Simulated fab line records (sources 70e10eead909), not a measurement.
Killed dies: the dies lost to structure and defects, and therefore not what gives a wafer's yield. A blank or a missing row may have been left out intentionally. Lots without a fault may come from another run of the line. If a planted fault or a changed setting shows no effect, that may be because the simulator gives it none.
Matching of chambers    flow nand_harc    NHARC_P_M1_DEP_33 on pecvd-04: 3 sister chambers
The step deposits SiCN, target thk 30 nm. 6 wafers are shown with their chamber, then 8 later ones without.

== EACH WAFER AND ITS CHAMBER ==
wafer   chamber  heater_power_outer_w (W)  heater_power_w (W)
L696.4  2        402                       685
L698.6  2        362                       612
L699.5  1        294                       532
L703.4  0        198                       419
L703.5  1        303                       555
L706.1  0        263                       498

== WAFERS WITH NO CHAMBER GIVEN ==
wafer   heater_power_outer_w (W)  heater_power_w (W)
L706.3  442                       721
L706.6  333                       603
L710.1  388                       664
L710.2  350                       608
L710.4  396                       661
L714.1  222                       441
L714.3  281                       527
L714.6  282                       529

== WHICH CHAMBER EACH ONE RAN IN ==
wafer   from the rows above      in truth
L706.3  2                        2
L706.6  can't be placed: 1 or 2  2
L710.1  2                        2
L710.2  can't be placed: 2 or 1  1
L710.4  2                        2
L714.1  0                        0
L714.3  can't be placed: 1 or 0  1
L714.6  can't be placed: 1 or 0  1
4 of 8 placed correctly. Cannot be placed on the basis of these rows: 4; the candidates contain the true chamber in 4. Placed wrongly: 0.
How it was worked out, from the rows above alone: a wafer's distance from a chamber is the root of the sum, over the readings, of the square of ((its reading less the chamber's mean) divided by the reading's scatter). The wafer belongs to the nearest chamber; if the next one is less than 2 further off, it can't be placed. For every chamber, the mean is computed from those of its wafers that are shown. How the scatter is found: for the shown wafers, subtract from each reading the mean of its chamber, square and add these, divide the total by (wafers less chambers), then take the root.
